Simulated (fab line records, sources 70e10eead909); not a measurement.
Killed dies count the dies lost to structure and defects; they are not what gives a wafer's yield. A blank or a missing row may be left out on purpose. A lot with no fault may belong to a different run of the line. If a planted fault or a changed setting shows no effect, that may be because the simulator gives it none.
Comparing a struck lot with a sound one | flow nand_harc | 15 out of 1302 route steps
Sound: the wafers L158.1, L158.2, L158.4. Wafers struck: L168.2, L168.4, L168.5. Last of all comes the cause.
Each step with rows lists, per side, the tool, then ch with its chambers, then its first start. Under that, the readings that differ: sound wafers | struck wafers | difference of the means | sigmas: that difference in standard deviations of wafers without a fault.
alike: same words and numbers on both sides, and readings whose means sit less than 2 such deviations apart. not compared: any withheld reading, any reading some wafer has no value for, any bound like >300 that may hide the same value, and any number with overlapping values for which the record gives no deviation.
Wherever a step has rows on one side only, a row that says differs or no value, or a row with sigmas, the two part there. When numbers do not overlap yet have no deviation, they are printed without sigmas and do not part them. A reading missing from all wafers of one side parts the sides only when that side holds two or more wafers.

first, 3 steps without rows for these wafers: NHARC_A_M1_EXPOSE_06 (exposes mask A M1, target cd 120 nm); NHARC_A_M1_PEB_07 (peb time 65 s); NHARC_A_M1_DEVELOP_08 (develop time 35 s).
NHARC_A_M1_CD_MEAS_09 targets a cd of 120 nm.
  sound on cd_sem-01 ch 0, day 26 20:10; struck on cd_sem-03 ch 0, day 31 01:25
  alike: cd_nm
NHARC_A_M1_OVL_MEAS_10: pitch 240 nm.
  sound on overlay-01 at day 26 20:15; struck on overlay-02 at day 31 01:30
  reading           | sound       | struck         | difference | sigmas
  overlay_x_nm (nm) | 1.3 1.5 2.0 | -1.1 -0.8 -1.7 | -2.8       | -4
  alike: overlay_y_nm
NHARC_A_M1_INSPECT_11:
  sound on defect_inspect-02 at day 26 20:17; struck on defect_inspect-01 at day 31 01:32
  alike: raw_defect_count
NHARC_A_M1_DESCUM_14: chemistry O2, time 3 s.
  sound on rie_diel-08 ch 0,1,3, day 26 20:20; struck on rie_diel-08 ch 1,2,3, day 31 01:37
  alike: drypump_motor_current_A, oes_product_au, rf_vpp_V, showerhead_plenum_p_Torr, throttle_valve_pct
  not compared: rf_hours_counter_h
NHARC_A_M1_ETCH_35: etches the open film in N2/H2, target depth 40 nm, overetch 12 nm, time 43.94 s.
  sound on rie_diel-08 ch 1,2,3, day 26 20:26; struck on rie_diel-08 ch 0,1,2, day 31 01:41
  alike: drypump_motor_current_A, oes_product_au, rf_vpp_V, showerhead_plenum_p_Torr, throttle_valve_pct
  not compared: rf_hours_counter_h
then, 1 step without rows for these wafers: NHARC_A_M1_ETCH_15 (etches the open film in C4F8/Ar, target depth 182.5 nm, time 91.2 s).
NHARC_A_M1_CD_MEAS_16:
  sound on cd_sem-02 at day 26 20:39; struck on cd_sem-03 at day 31 01:55
  alike: cd_nm
NHARC_A_M1_STRIP_18: strips in N2/H2.
  sound on rie_diel-08 ch 0,2,3, day 26 20:43; struck on rie_diel-12 ch 0,1,3, day 31 02:02
  reading                         | sound          | struck         | difference | sigmas
  showerhead_plenum_p_Torr (Torr) | 2.07 2.11 2.05 | 1.94 1.92 1.94 | -0.14      | -2
  alike: drypump_motor_current_A, oes_product_au, rf_vpp_V, throttle_valve_pct
  not compared: rf_hours_counter_h
NHARC_A_M1_ETCH_28: etches the open film in CF4/N2, target depth 30 nm, time 72.99 s.
  sound on rie_diel-08 ch 0,1,2; struck on rie_diel-12 ch 0,2,3
  alike: cf4_flow_sccm, drypump_motor_current_A, oes_product_au, rf_vpp_V, showerhead_plenum_p_Torr, throttle_valve_pct
  not compared: rf_hours_counter_h
NHARC_A_M1_STRIP_19: strips in post etch residue remover, time 600 s.
  sound on wet_bench-08 ch 4,5,7, day 26 21:05; struck on wet_bench-10 ch 0,2,4, day 31 02:22
  reading          | sound             | struck            | difference | sigmas
  run_length_s (s) | 603.4 604.0 603.7 | 635.4 637.8 634.9 | +32.3      | +29
NHARC_A_M1_DEGAS_29: time 60 s.
  sound on pvd_sputter-03 at day 26 21:22; struck on pvd_sputter-03 at day 31 02:39
  alike: heater_power_w
following that, these wafers have no rows for 1 step: NHARC_END_SORT_01.

## WHERE THEY PART
First at NHARC_A_M1_OVL_MEAS_10; last, within this record, at NHARC_A_M1_STRIP_19. Later steps at which nothing parts them and some readings are alike: NHARC_A_M1_DEGAS_29.

WHY: what had been put in by the simulator
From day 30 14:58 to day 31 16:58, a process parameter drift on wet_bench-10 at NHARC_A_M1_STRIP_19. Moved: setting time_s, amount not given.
